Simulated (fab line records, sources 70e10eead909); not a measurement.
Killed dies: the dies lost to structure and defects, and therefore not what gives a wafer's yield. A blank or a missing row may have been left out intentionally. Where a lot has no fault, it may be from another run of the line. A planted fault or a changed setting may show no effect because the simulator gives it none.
Which tool is to blame? || flow nandHarc || 7 lots, 21 wafers sampled, at 4 steps of a route of 1159

## WHAT THE GAUGES SHOWED, per wafer
NHARC_END_SORT_01.
{"lot": "L452", "measured": "day 22 09:53", "on": "prober-02", "killedAtArray": "35 31 251"}
{"lot": "L455", "measured": "day 24 01:09", "on": "prober-02", "killedAtArray": "46 136 48"}

## WHICH TOOL RAN EACH LOT (tool, then ch and the chambers of the sampled wafers, then the start)
{"lot": "L440", "NHARC_A_CONTACT_DEP_57": "aclDep-02 ch 0, day 16 18:10", "NHARC_THIN_TSV_DEP_43": "pecvd-03 ch 0,2, day 19 01:52", "NHARC_THIN_TSV_DEP_47": "pecvd-03 ch 0,1, day 19 04:35"}
{"lot": "L443", "NHARC_A_CONTACT_DEP_57": "aclDep-03 ch 0, day 17 05:01", "NHARC_THIN_TSV_DEP_43": "pecvd-01 ch 0,1,2, day 19 04:25", "NHARC_THIN_TSV_DEP_47": "pecvd-03 ch 0,1,2, day 19 07:01"}
{"lot": "L445", "NHARC_A_CONTACT_DEP_57": "aclDep-01 ch 0, day 17 17:06", "NHARC_THIN_TSV_DEP_43": "pecvd-01 ch 0,1, day 19 21:57", "NHARC_THIN_TSV_DEP_47": "pecvd-02 ch 0,2, day 20 01:07"}
{"lot": "L447", "NHARC_A_CONTACT_DEP_57": "aclDep-02 ch 0, day 18 09:49", "NHARC_THIN_TSV_DEP_43": "pecvd-02 ch 1,2, day 20 05:22", "NHARC_THIN_TSV_DEP_47": "pecvd-02 ch 0,1,2, day 20 08:02"}
{"lot": "L449", "NHARC_A_CONTACT_DEP_57": "aclDep-03 ch 0, day 19 00:02", "NHARC_THIN_TSV_DEP_43": "pecvd-02 ch 0,1, day 20 23:55", "NHARC_THIN_TSV_DEP_47": "pecvd-02 ch 0,1, day 21 02:52"}
{"lot": "L452", "NHARC_A_CONTACT_DEP_57": "aclDep-03 ch 0, day 19 10:27", "NHARC_THIN_TSV_DEP_43": "pecvd-02 ch 2, day 21 11:28", "NHARC_THIN_TSV_DEP_47": "pecvd-03 ch 0,2, day 21 14:11"}
{"lot": "L455", "NHARC_A_CONTACT_DEP_57": "aclDep-03 ch 0, day 21 02:32", "NHARC_THIN_TSV_DEP_43": "pecvd-02 ch 1,2, day 23 07:17", "NHARC_THIN_TSV_DEP_47": "pecvd-01 ch 0,1,2, day 23 09:55"}
- NHARC_A_CONTACT_DEP_57: deposits aC, target thk 2800 nm.
- NHARC_THIN_TSV_DEP_43: deposits SiO2, target thk 1328.5 nm.
- NHARC_THIN_TSV_DEP_47: deposits SiO2, target thk 200 nm.

## THE ANSWER, worked out from the rows above alone
Rule: the usual values come from the lots themselves. Put in order of their means at a reading, lots are off if they are a third of the lots or fewer, leave a main group of 4 or more, and stand apart from it by a gap of 3 or more times the standard deviation of the main group's means; of several such gaps the widest counts. The tables above print the reading to a certain number of digits; a main group whose means all agree to those digits is not used. A lot without any number at a reading at which 4 lots or more have one is off too. Any other lot the step has rows for is counted as sound.
None of the lots is off at any reading shown; this tells nothing.

## WHAT THE SIMULATOR PUT IN
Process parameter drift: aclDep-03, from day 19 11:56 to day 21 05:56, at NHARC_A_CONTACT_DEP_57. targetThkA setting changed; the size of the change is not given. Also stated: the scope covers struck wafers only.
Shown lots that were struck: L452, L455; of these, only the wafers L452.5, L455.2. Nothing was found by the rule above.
